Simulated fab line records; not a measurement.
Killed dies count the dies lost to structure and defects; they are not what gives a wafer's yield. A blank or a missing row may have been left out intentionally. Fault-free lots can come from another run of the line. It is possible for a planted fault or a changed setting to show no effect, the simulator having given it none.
Split-lot trial | flow n5Finfet | on a route of 1938 steps: 7 lots, 21 wafers read

== SPLIT DETAILS ==
At N5_SD_EPI_N_PEB_07 (peb time 60 s), the setting pebTimeS was moved away from the recipe's 60 s on 6 of the 21 wafers read, by -14.7% to +20.8%. All remaining wafers had this setting at the recipe value.

== BETWEEN THE SPLIT AND THE READING: the file shows 1 step in between ==
- N5_SD_EPI_N_DEVELOP_08: develop time 30 s (also split here: developTimeS)

== THE READING ==
At N5_SD_EPI_N_CD_MEAS_09: cdNm in nanometres, against a target cd of 120 nm. On this fab line, fault-free wafers typically give 119.5 nm with a standard deviation of 0.68 nm.

wafer  | tool, chamber at the split | pebTimeS as run, s | against the recipe | cdNm, nm | against lot-mates on the recipe
L076.1 | lithoTrack-01, 0           | 60                 | recipe             | 119.6    | -
L076.2 | lithoTrack-01, 0           | 60                 | recipe             | 119.7    | -
L076.4 | lithoTrack-01, 0           | 60                 | recipe             | 120.1    | -
L082.1 | lithoTrack-01, 0           | 60                 | recipe             | 119.7    | -
L082.2 | lithoTrack-01, 0           | 52.13              | -13.1%             | 114.0    | -5.8
L082.6 | lithoTrack-01, 0           | 60                 | recipe             | 120.0    | -
L089.2 | lithoTrack-01, 0           | 60                 | recipe             | 118.0    | -
L089.3 | lithoTrack-01, 0           | 60                 | recipe             | 119.4    | -
L089.6 | lithoTrack-01, 0           | 60                 | recipe             | 118.1    | -
L093.4 | lithoTrack-04, 0           | 60                 | recipe             | 120.8    | -
L093.5 | lithoTrack-04, 0           | 72.5               | +20.8%             | 127.9    | +7.1
L093.6 | lithoTrack-04, 0           | 72.5               | +20.8%             | 126.8    | +6.0
L094.1 | lithoTrack-01, 0           | 51.2               | -14.7%             | 114.2    | -5.4
L094.5 | lithoTrack-01, 0           | 60                 | recipe             | 119.7    | -
L094.6 | lithoTrack-01, 0           | 60                 | recipe             | 119.4    | -
L092.1 | lithoTrack-01, 0           | 64.57              | +7.6%              | 121.6    | +3.1
L092.4 | lithoTrack-01, 0           | 60                 | recipe             | 118.7    | -
L092.5 | lithoTrack-01, 0           | 60                 | recipe             | 118.3    | -
L096.1 | lithoTrack-01, 0           | 60                 | recipe             | 118.3    | -
L096.2 | lithoTrack-01, 0           | 60                 | recipe             | 118.9    | -
L096.6 | lithoTrack-01, 0           | 53.48              | -10.9%             | 115.2    | -3.4

FIT RESULTS
A straight line over all 21 wafers: cdNm changes by +0.379 nm for each +1% of pebTimeS; r = +0.97; the points scatter about the line by 0.76 nm.
The same after taking each lot's own level away (the mean of its wafers on the recipe; 21 wafers): +0.342 nm for each +1%; r = +0.99; scatter 0.52 nm.
That fit puts the effect of the largest move of pebTimeS on the reading at 7.1 nm.
The span of the lots' own levels, 118.50 to 120.80 nm, comes to 3.4 times the standard deviation stated above.
Hence the slope depends on the lot-to-lot level, as the two fits are not the same.
Check: with one of the wafers moved furthest among these (+20.8%) left out of the fit, the line predicts +7 nm for it against its lot-mates. Against them it came out at +7.1 nm.

== FURTHER SPLITS ON THESE WAFERS ==
Before the reading, these wafers also passed through other splits. Each is held against what the fit with the lots' levels taken away leaves over:
other split on the same wafers                  | wafers away from the commonest value | r with cdNm (lot level and that fit taken away)
N5_ZERO_LAYER_EXPOSE_08 doseMj                  | 7                                    | -0.17
N5_ZERO_LAYER_DEVELOP_10 developTimeS           | 5                                    | -0.04
N5_PMOS_HMC_CHANNEL_EPI_PEB_07 pebTempC         | 9                                    | +0.20
N5_PMOS_HMC_CHANNEL_EPI_DEVELOP_08 developTimeS | 4                                    | +0.34
N5_FIN_CUT_EXPOSE_05 doseMj                     | 6                                    | +0.07
N5_DUMMY_GATE_HM_DEP_06 timeS                   | 15                                   | -0.08
N5_SD_EPI_N_DEVELOP_08 developTimeS             | 6                                    | +0.18

== THE WHOLE CHAIN: every reading that the file lists as answering this split, in the file's order ==
step                   | what it does                                     | reading                                                        | change (the file's fit)               | r (the file's)
N5_SD_EPI_N_CD_MEAS_09 | target cd 120 nm                                 | cdNm                                                           | +0.353 nm for each +1% of the setting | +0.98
N5_SD_EPI_N_DESCUM_14  | chemistry O2, time 7.9 s                         | SD_EPI_N.cdNm (the simulator's own value, which no gauge read) | +0.357 nm for each +1% of the setting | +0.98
N5_SD_EPI_N_ETCH_35    | etches SOC in N2/H2, overetch 108 nm, time 486 s | SD_EPI_N.cdNm (the simulator's own value, which no gauge read) | +0.325 nm for each +1% of the setting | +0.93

== FILE'S OWN FIT ==
cdNm changes by +0.353 nm for each +1% of pebTimeS, r = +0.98.
